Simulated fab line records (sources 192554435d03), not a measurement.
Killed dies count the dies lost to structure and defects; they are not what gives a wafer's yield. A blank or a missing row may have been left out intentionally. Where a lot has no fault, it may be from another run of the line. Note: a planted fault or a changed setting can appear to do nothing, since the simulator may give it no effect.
A struck lot beside a sound one | flow n5_finfet | 15 steps out of a route of 1938
Sound: the wafers L884.1, L884.5, L884.6. Struck: wafers L890.2, L890.4, L890.6. The cause is named last.
Order at every step that has rows: each side's tool, ch and its chambers, its first start. Under that, the readings that differ: sound wafers | struck wafers | difference of the means | sigmas: that difference in standard deviations of wafers without a fault.
alike: words and numbers the same on both sides, and readings whose means are apart by under 2 such deviations; not compared: readings that were withheld, readings missing a value for some wafer, numbers with overlapping values and no deviation given by the record, and bounds like >300 which may hide the same value.
The two part at a step that has a row with sigmas, a row that says differs or no value, or rows on one side only. Non-overlapping numbers with no deviation appear without sigmas and do not part them. A reading that every wafer of one side lacks parts them only if that side has two wafers or more.

first, 1 step without rows for these wafers: N5_BEOL_M5_DEGAS_44 (time 60 s).
N5_BEOL_M5_PRE_CLEAN_45: time 30 s.
  sound on pvd_sputter-03 at day 9 07:58; struck on pvd_sputter-02 at day 11 01:37
  alike: heater_power_w
then, 1 step without rows for these wafers: N5_BEOL_M5_ALD_86 (deposits TaN, pulse time 2 s, purge time 3 s, co reactant purge time 2 s).
N5_BEOL_M5_SURFACE_TREAT_87:
  sound on pvd_sputter-01 at day 9 08:15; struck on pvd_sputter-02 at day 11 01:57
  not compared: pressure_mtorr, throttle_valve_pct
then, 5 steps without rows for these wafers: N5_BEOL_M5_CVD_47 (deposits Co from CCTBA/H2, target thk 3 nm, time 216 s); N5_BEOL_M5_SPUTTER_48 (material Cu, target thk 15 nm, time 27.62 s); N5_BEOL_M5_ANNEAL_49 (time 1800 s); N5_BEOL_M5_SPUTTER_81 (material Cu, target thk 15 nm, time 27.62 s); N5_BEOL_M5_ANNEAL_82 (time 1800 s).
N5_BEOL_M5_SPUTTER_83: material Cu, target thk 15 nm, time 27.62 s.
  sound on pvd_sputter-01 at day 9 10:41; struck on pvd_sputter-01 at day 11 04:26
  alike: throttle_valve_pct
N5_BEOL_M5_ANNEAL_84: time 1800 s.
  sound on pvd_sputter-01 at day 9 10:46; struck on pvd_sputter-01 at day 11 04:31
  alike: heater_power_w, susceptor_temp_C
N5_BEOL_M5_SPUTTER_88: material Cu, target thk 15 nm, time 27.62 s.
  sound on pvd_sputter-01 at day 9 11:46; struck on pvd_sputter-01 at day 11 05:32
  alike: throttle_valve_pct
N5_BEOL_M5_ANNEAL_89: time 1800 s.
  sound on pvd_sputter-01 at day 9 11:51; struck on pvd_sputter-01 at day 11 05:37
  no value came back on the struck wafers for heater_power_w (W), susceptor_temp_C (C); on the sound wafers heater_power_w (W) reads 786 855 910
then, 1 step without rows for these wafers: N5_BEOL_M5_SPUTTER_90 (material Cu, target thk 4.5 nm, time 8.29 s).
-- a jump in the record: the struck wafers' starts before and after are 4 days apart (it breaks off in module BEOL_M5 and resumes in module PASSIVATION, where the first step shown is number 1936 of the route) --
N5_PASSIVATION_PROBE_49:
  sound on prober-02 at day 13 10:12; struck on prober-01 at day 15 08:37
  alike: defect_limited_yield, killed_at_M0_to_M3, killed_at_M4_up, killed_at_contacts, killed_at_front_end, killed_at_other, killed_dies, killed_open, killed_short, sort_bin_5_function, sort_bin_6_memory, sort_n_pass, sort_yield_pct

== WHERE THEY PART ==
Only at N5_BEOL_M5_ANNEAL_89, as far as this record shows. Later steps at which nothing parts them and some readings are alike: N5_PASSIVATION_PROBE_49.

WHY: whatever the simulator had introduced
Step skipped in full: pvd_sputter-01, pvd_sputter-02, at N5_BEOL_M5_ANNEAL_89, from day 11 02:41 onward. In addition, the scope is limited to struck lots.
